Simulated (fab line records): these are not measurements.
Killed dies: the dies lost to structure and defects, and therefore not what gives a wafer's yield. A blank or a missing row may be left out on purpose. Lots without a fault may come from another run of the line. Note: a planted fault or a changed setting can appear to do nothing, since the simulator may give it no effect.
Matching of chambers -- flow n5 finfet -- pecvd-01 running N5_BEOL_M3_DEP_57: 3 sister chambers
The step deposits SiCN from 3MS/NH3, target thk 8 nm, time 14 s. 3 wafers are shown with their chamber, then 10 later ones without.

== WAFERS, EACH WITH ITS CHAMBER ==
wafer,chamber,throttle valve pct (%)
L092.6,1,9.5
L093.2,2,8.7
L093.3,0,9.0

== WAFERS WHOSE CHAMBER IS MISSING ==
wafer,throttle valve pct (%)
L093.6,9.0
L094.1,9.0
L094.2,9.4
L094.4,9.5
L095.4,8.8
L095.5,9.5
L095.6,9.0
L096.1,9.2
L096.3,9.2
L096.5,8.9

== CHAMBER TAKEN BY EACH ==
wafer,from the rows above,in truth
L093.6,0,0
L094.1,0,0
L094.2,1,1
L094.4,1,1
L095.4,can't be placed: 2 or 0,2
L095.5,1,1
L095.6,0,0
L096.1,can't be placed: 0 or 1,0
L096.3,can't be placed: 0 or 1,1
L096.5,can't be placed: 0 or 2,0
Correctly placed: 6 of 10. Can't be placed from these rows: 4 (the true chamber is among the candidates in 4). Number placed wrongly: 0.
How it was worked out, from the rows above alone: a wafer's distance from a chamber is the root of the sum, over the readings, of the square of ((its reading less the chamber's mean) divided by the reading's scatter). The wafer belongs to the nearest chamber; if the next one is less than 2 further off, it can't be placed. Each chamber's mean is taken over the wafers shown for it. The scatter: root of mean squared gap, hidden wafer to nearest shown wafer, with one shown wafer a chamber.
